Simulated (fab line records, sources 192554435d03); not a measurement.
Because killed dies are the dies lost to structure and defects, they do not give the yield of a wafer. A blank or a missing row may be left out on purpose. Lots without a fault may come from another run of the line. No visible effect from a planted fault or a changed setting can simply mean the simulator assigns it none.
Shared-tool check | flow n5Finfet | 9 lots, 27 wafers sampled

WHY THIS WAS OPENED
On 2 of the 9 lots, a flag is raised at N5_BEOL_M1_INSPECT_30 on the reading rawDefectCount. Wafers without a fault read 397, standard deviation 86.
Rule: a lot is flagged when every wafer of it that has a number lies more than 4 standard deviations from that mean, or none has a number. As for the other lots, they are considered sound.

lot  | measured     | on               | rawDefectCount, wafer by wafer | flag
L282 | day 6 11:26  | defectInspect-01 | 266 207 268                    | 
L284 | day 7 06:34  | defectInspect-02 | 339 420 333                    | 
L287 | day 7 16:22  | defectInspect-01 | 536 420 389                    | 
L291 | day 9 01:30  | defectInspect-01 | 946 1016 1076                  | FLAGGED
L296 | day 10 00:47 | defectInspect-02 | 1076 1083 1217                 | FLAGGED
L300 | day 11 21:00 | defectInspect-01 | 484 519 601                    | 
L301 | day 12 03:05 | defectInspect-02 | 415 314 297                    | 
L304 | day 12 03:34 | defectInspect-01 | 427 464 319                    | 
L303 | day 12 04:03 | defectInspect-01 | 441 373 382                    | 
Average over the flagged lots: 1069; offset from the usual +672, equal to +8 standard deviations.

TOOL THAT RAN EACH LOT
The record holds 1 process step before the reading, out of a route of 1938 steps. Each cell gives the tool, then ch followed by the chambers the sampled wafers passed through, then the start.
lot  | flag    | N5_BEOL_M1_ETCH_74
L282 |         | rieDiel-02 ch 1,3, day 6 10:38
L284 |         | rieDiel-06 ch 0,1,2, day 7 05:46
L287 |         | rieDiel-02 ch 1,2,3, day 7 15:34
L291 | FLAGGED | rieDiel-02 ch 0,2, day 9 00:41
L296 | FLAGGED | rieDiel-02 ch 1,2,3, day 9 23:58
L300 |         | rieDiel-06 ch 1,2, day 11 20:11
L301 |         | rieDiel-04 ch 1,2,3, day 12 02:17
L304 |         | rieDiel-06 ch 1,3, day 12 02:38
L303 |         | rieDiel-02 ch 0,3, day 12 03:14
What these steps do:
- N5_BEOL_M1_ETCH_74: etches underlayer in N2/H2, target depth 6.5 nm, time 5.2 s.
- N5_BEOL_M1_INSPECT_30: inspects for defects (brightfield).

FLAGGED OVER TOTAL, TOOL BY TOOL (the gauges that took the reading come last)
step                  | tool             | lots run | flagged | share of the flagged lots | sound lots run after its first flagged lot
N5_BEOL_M1_ETCH_74    | rieDiel-02       | 5        | 2       | all                       | 1 (L303)
N5_BEOL_M1_ETCH_74    | rieDiel-04       | 1        | 0       | none                      | -
N5_BEOL_M1_ETCH_74    | rieDiel-06       | 3        | 0       | none                      | -
N5_BEOL_M1_INSPECT_30 | defectInspect-01 | 6        | 1       | some                      | 3 (L300,L304,L303)
N5_BEOL_M1_INSPECT_30 | defectInspect-02 | 3        | 1       | some                      | 1 (L301)

WHAT IS ALLOWED BY THE TABLE
All flagged lots share 1 row of the table, namely rieDiel-02 at N5_BEOL_M1_ETCH_74.
- rieDiel-02 at N5_BEOL_M1_ETCH_74: 2 of its 5 lots flagged. After the first flagged lot (L303), sound lots still ran on it; a lasting fault on the whole tool would not permit that.
Every row of the table either missed a flagged lot or ran a sound lot after the first.

WHAT THE SIMULATOR HAD INSERTED
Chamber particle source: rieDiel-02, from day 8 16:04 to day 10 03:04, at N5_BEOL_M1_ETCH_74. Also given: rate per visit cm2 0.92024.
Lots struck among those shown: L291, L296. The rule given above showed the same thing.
